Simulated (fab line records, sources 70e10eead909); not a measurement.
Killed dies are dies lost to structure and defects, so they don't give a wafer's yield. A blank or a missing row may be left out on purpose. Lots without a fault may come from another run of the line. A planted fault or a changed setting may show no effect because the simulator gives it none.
A struck lot beside a sound one | flow nand_harc | 38 steps out of a route of 1159
Sound: wafers L617.2, L617.4, L617.5. Struck: wafer L630.3. (L630.4, L630.5 of the same lot were not struck and are left out.) The cause comes at the end.
At each step with rows: each side's tool, then ch and its chambers, then its first start. Under that, the readings that differ: sound wafers | struck wafers | difference of the means | sigmas: that difference in standard deviations of wafers without a fault.
alike: readings whose means differ by less than 2 such deviations, and words and numbers that are the same on both sides. not compared: withheld readings, readings that some wafer has no value for, bounds like >300 that may hide the same value, and numbers for which the record gives no deviation and whose values overlap.
The two part at a step that has a row with sigmas, a row that says differs or no value, or rows on one side only. Numbers that don't overlap but have no deviation are shown without sigmas and don't part them. A reading that every wafer of one side lacks parts them only if that side has two wafers or more.

NHARC_P_BONDPAD_OVL_MEAS_38:
  sound on overlay-02, day 6 12:43; struck on overlay-01, day 9 10:31
  alike: overlay_x_nm, overlay_y_nm
then, 2 steps without rows for these wafers: NHARC_P_BONDPAD_HARDBAKE_10 (time 65 s); NHARC_P_BONDPAD_DESCUM_11 (chemistry O2, time 3 s).
NHARC_P_BONDPAD_ETCH_37: etches the open film in N2/H2, target depth 60 nm, overetch 18 nm, time 65.91 s.
  sound on rie_diel-01 ch 0,1, day 6 12:56; struck on rie_diel-08 ch 3, day 9 10:44
  reading                     | sound             | struck | difference | sigmas
  drypump_motor_current_A (A) | 5.6 5.6 5.8       | 6.5    | +0.8       | +2
  oes_product_au (a.u.)       | 1.017 1.018 0.998 | 0.992  | -0.019     | -2
  alike: h2_flow_sccm, rf_vpp_V, showerhead_plenum_p_Torr, throttle_valve_pct
  not compared: rf_hours_counter_h
NHARC_P_BONDPAD_ETCH_12: etches the open film in CHF3/O2, target depth 200 nm, time 100 s.
  sound on rie_diel-01 ch 0,1,3; struck on rie_diel-08 ch 3
  alike: drypump_motor_current_A, oes_product_au, rf_vpp_V, showerhead_plenum_p_Torr, throttle_valve_pct
  not compared: rf_hours_counter_h
NHARC_P_BONDPAD_CD_MEAS_13:
  sound on cd_sem-03, day 6 13:12; struck on cd_sem-01, day 9 10:58
  alike: cd_nm
then, 4 steps without rows for these wafers: NHARC_P_BONDPAD_STRIP_15 (strips in O2); NHARC_P_BONDPAD_ETCH_24 (etches the open film in CF4/N2, target depth 30 nm, time 72.99 s); NHARC_P_BONDPAD_STRIP_16 (strips in post etch residue remover, time 600 s); NHARC_P_BONDPAD_DEGAS_25 (time 60 s).
NHARC_P_BONDPAD_PRE_CLEAN_26: time 30 s.
  sound on pvd_sputter-01; struck on pvd_sputter-01
  alike: heater_power_w
NHARC_P_BONDPAD_PVD_17: deposits TaN, target thk 5 nm, time 8.06 s.
  sound on pvd_sputter-01; struck on pvd_sputter-01
  alike: throttle_valve_pct
NHARC_P_BONDPAD_PVD_27: deposits Cu, target thk 30 nm, time 20.49 s.
  sound on pvd_sputter-01, day 6 14:02; struck on pvd_sputter-01, day 9 11:49
  alike: throttle_valve_pct
then, 2 steps without rows for these wafers: NHARC_P_BONDPAD_ECD_18 (material Cu, target thk 400 nm); NHARC_P_BONDPAD_ANNEAL_28 (time 90 s).
NHARC_P_BONDPAD_CMP_19: polishes, t overpolish 30 s, cu recess touch 16 s, target thk 160.81 nm.
  sound on cmp-03 ch 2,3, day 6 14:55; struck on cmp-03 ch 3, day 9 12:41
  alike: edge_zone_pressure_frac, motor_current_A, overpolish_run_s, slurry_flow_ml_min
then, 15 steps without rows for these wafers: NHARC_P_BONDPAD_SRD_21 (time 30 s, dry time 20 s); NHARC_P_BONDPAD_ACTIVATE_29 (chemistry N2, time 60 s); NHARC_P_BONDPAD_PRECLEAN_30 (cleans in DIW, time 300 s); NHARC_P_BONDPAD_SRD_31 (time 30 s, dry time 20 s); NHARC_A_ZERO_WELL_PRECLEAN_00 (cleans in SPM, time 600 s); NHARC_A_ZERO_WELL_SRD_01; NHARC_A_ZERO_WELL_DEHYDRATE_02 (time 120 s); NHARC_A_ZERO_WELL_HMDS_03 (time 30 s); NHARC_A_ZERO_WELL_COAT_18 (time 65 s); NHARC_A_ZERO_WELL_COAT_04 (resist thk 600 nm); NHARC_A_ZERO_WELL_SOFTBAKE_05 (time 70 s); NHARC_A_ZERO_WELL_EBR_06; NHARC_A_ZERO_WELL_EXPOSE_07 (exposes mask A ZERO); NHARC_A_ZERO_WELL_PEB_08 (peb time 80 s); NHARC_A_ZERO_WELL_DEVELOP_09 (time 50 s).
NHARC_A_ZERO_WELL_CD_MEAS_10: target cd 2000 nm.
  sound on cd_sem-02 ch 0, day 6 16:47; struck on cd_sem-03 ch 0, day 9 14:26
  alike: cd_nm
then, 5 steps without rows for these wafers: NHARC_A_ZERO_WELL_HARDBAKE_11 (time 65 s); NHARC_A_ZERO_WELL_DESCUM_12 (chemistry O2, time 3 s); NHARC_A_ZERO_WELL_ETCH_19 (etches the open film in N2/H2, target depth 80 nm, overetch 24 nm, time 87.88 s); NHARC_A_ZERO_WELL_ETCH_13 (etches the open film in HBr/Cl2, target depth 120 nm, time 40.1 s); NHARC_A_ZERO_WELL_STRIP_14 (strips in SPM, time 900 s).
-- the record jumps here: 15 days lie between the struck wafers' starts before and after (it left off in module A_ZERO_WELL and takes up again in module END, whose first step shown is number 1159 of the route) --
NHARC_END_SORT_01:
  sound on prober-02 ch 0, day 22 17:49; struck on prober-01 ch 0, day 24 09:35
  reading                  | sound          | struck | difference | sigmas
  defect_limited_yield (%) | 97.9 97.0 95.3 | 86.1   | -10.6      | -7
  killed_at_periphery      | 2 2 3          | 61     | +59        | +24
  killed_dies              | 14 20 32       | 94     | +72        | +7
  sort_bin_2_pct (%)       | 0.7 1.0 2.1    | 6.4    | +5.1       | +8
  sort_bin_3_pct (%)       | 0.15 0.15 0.15 | 2.51   | +2.36      | +13
  sort_bin_4_pct (%)       | 1.2 1.8 2.5    | 5.0    | +3.2       | +3
  sort_n_pass              | 663 657 645    | 583    | -72        | -7
  sort_yield_pct (%)       | 97.9 97.0 95.3 | 86.1   | -10.6      | -7
  alike: killed_at_array, killed_at_other, killed_open, killed_short, sort_rim_yield_pct

WHERE THEY PART
First at NHARC_P_BONDPAD_ETCH_37; last, within this record, at NHARC_END_SORT_01.

WHY: what the simulator had put in
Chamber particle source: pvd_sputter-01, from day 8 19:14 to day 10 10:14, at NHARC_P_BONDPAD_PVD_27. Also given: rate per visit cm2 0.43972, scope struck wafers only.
